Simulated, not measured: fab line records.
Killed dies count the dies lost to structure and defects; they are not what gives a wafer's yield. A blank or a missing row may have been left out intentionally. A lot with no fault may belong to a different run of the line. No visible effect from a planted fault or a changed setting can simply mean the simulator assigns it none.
Split-lot experiment -- flow n5_finfet -- 7 lots, 21 wafers read, on a route of 1938 steps

== SPLIT DETAILS ==
At N5_MOL_CONTACT_COAG_COAT_58 (time 60 s, resist thk 10 nm), the setting spin_rpm was moved away from the recipe's 1500 rpm on 7 of the 21 wafers read, by -10.5% to +7.8%. For the rest of the wafers, this setting stayed at what the recipe calls for.

== FROM THE SPLIT TO THE READING: what the file shows between them, 4 steps ==
- N5_MOL_CONTACT_COAG_COAT_02: resist thk 30 nm
- N5_MOL_CONTACT_COAG_EBR_04
- N5_MOL_CONTACT_COAG_DESCUM_13: chemistry O2, time 7 s
- N5_MOL_CONTACT_COAG_ETCH_59: etches underlayer in N2/H2, target depth 13 nm, time 10.4 s

== THE READING ==
CAR-EUV_of_MOL_CONTACT_COAG_COAT_02.thk_nm (the simulator's own value, which no gauge read), in nm, at N5_MOL_CONTACT_COAG_ETCH_105 (etches SiARC in CF4, target depth 15.6 nm, time 26 s). The file gives no usual value for it. Across the 14 wafers here that went through the recipe, the average is 5.5 nm and the standard deviation 0.14 nm.

wafer,"tool, chamber at the split","spin_rpm as run, rpm",against the recipe,"CAR-EUV_of_MOL_CONTACT_COAG_COAT_02.thk_nm, nm",against lot-mates on the recipe
L078.2,"litho_track-02, 0",1559,+3.9%,5.6,+0.2
L078.4,"litho_track-02, 0",1559,+3.9%,5.6,+0.2
L078.3,"litho_track-02, 0",1500,recipe,5.4,-
L079.3,"litho_track-03, 0",1500,recipe,5.4,-
L079.6,"litho_track-03, 0",1500,recipe,5.4,-
L079.4,"litho_track-03, 0",1617,+7.8%,5.8,+0.4
L085.2,"litho_track-04, 0",1613,+7.5%,5.8,+0.5
L085.3,"litho_track-04, 0",1500,recipe,5.2,-
L085.6,"litho_track-04, 0",1500,recipe,5.4,-
L088.2,"litho_track-04, 0",1614,+7.6%,5.8,+0.4
L088.3,"litho_track-04, 0",1614,+7.6%,5.8,+0.4
L088.5,"litho_track-04, 0",1500,recipe,5.4,-
L089.1,"litho_track-03, 0",1342,-10.5%,5,-0.4
L089.3,"litho_track-03, 0",1500,recipe,5.4,-
L089.5,"litho_track-03, 0",1500,recipe,5.4,-
L090.3,"litho_track-02, 0",1500,recipe,5.4,-
L090.6,"litho_track-02, 0",1500,recipe,5.4,-
L090.5,"litho_track-02, 0",1500,recipe,5.6,-
L093.2,"litho_track-02, 0",1500,recipe,5.6,-
L093.5,"litho_track-02, 0",1500,recipe,5.6,-
L093.3,"litho_track-02, 0",1500,recipe,5.8,-

FIT RESULTS
A straight line over all 21 wafers: CAR-EUV_of_MOL_CONTACT_COAG_COAT_02.thk_nm changes by +0.0438 nm for each +1% of spin_rpm; r = +0.84; the points scatter about the line by 0.12 nm.
The same after taking each lot's own level away (the mean of its wafers on the recipe; 21 wafers): +0.0488 nm for each +1%; r = +0.94; scatter 0.073 nm.
That fit puts the effect of the largest move of spin_rpm on the reading at 0.51 nm.
Measured against the standard deviation above, the lots' own levels, which go from 5.30 to 5.67 nm, span 2.6 times it.
In other words, the slope is changed by the lot-to-lot level; the two fits disagree.
Check: for one of the wafers moved furthest among these (-10.5%), held out of the fit, the line's prediction against its lot-mates is -0.583 nm. Against them it came out at -0.4 nm.

== THE OTHER SPLITS THESE WAFERS WENT THROUGH ==
These wafers also went through other splits before the reading. Each is held against what the fit with the lots' levels taken away leaves over:
other split on the same wafers,wafers away from the commonest value,r with CAR-EUV_of_MOL_CONTACT_COAG_COAT_02.thk_nm (lot level and that fit taken away)
N5_SD_EPI_P_EPI_21 temp_c,6,+0.20
N5_SDB_STRIP_22 power_w,7,+0.03
N5_HKMG_FIN_PEB_10 peb_time_s,5,-0.09
N5_HKMG_FIN_ETCH_35 source_w,6,-0.10
N5_GATE_CUT_ALD_22 ald_cycles,5,+0.03

== THE WHOLE CHAIN: every reading that the file lists as answering this split, in the file's order ==
step,what it does,reading,change (the file's fit),r (the file's)
N5_MOL_CONTACT_COAG_COAT_58,"time 60 s, resist thk 10 nm","underlayer_of_MOL_CONTACT_COAG_COAT_58.thk_nm (the simulator's own value, which no gauge read)",-0.0539 nm for each +1% of the setting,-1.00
N5_MOL_CONTACT_COAG_ETCH_59,"etches underlayer in N2/H2, target depth 13 nm, time 10.4 s",etch_rf_on_time_s,withheld for each +1% of the setting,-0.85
N5_MOL_CONTACT_COAG_ETCH_59,"etches underlayer in N2/H2, target depth 13 nm, time 10.4 s","CAR-EUV_of_MOL_CONTACT_COAG_COAT_02.thk_nm (the simulator's own value, which no gauge read)",+0.0505 nm for each +1% of the setting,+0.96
N5_MOL_CONTACT_COAG_ETCH_59,"etches underlayer in N2/H2, target depth 13 nm, time 10.4 s","etch.depth_nm (the simulator's own value, which no gauge read)",-0.0519 nm for each +1% of the setting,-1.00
N5_MOL_CONTACT_COAG_ETCH_105,"etches SiARC in CF4, target depth 15.6 nm, time 26 s","CAR-EUV_of_MOL_CONTACT_COAG_COAT_02.thk_nm (the simulator's own value, which no gauge read)",+0.0495 nm for each +1% of the setting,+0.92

== THE FILE'S OWN FIT ==
CAR-EUV_of_MOL_CONTACT_COAG_COAT_02.thk_nm changes by +0.0495 nm for each +1% of spin_rpm, r = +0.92.
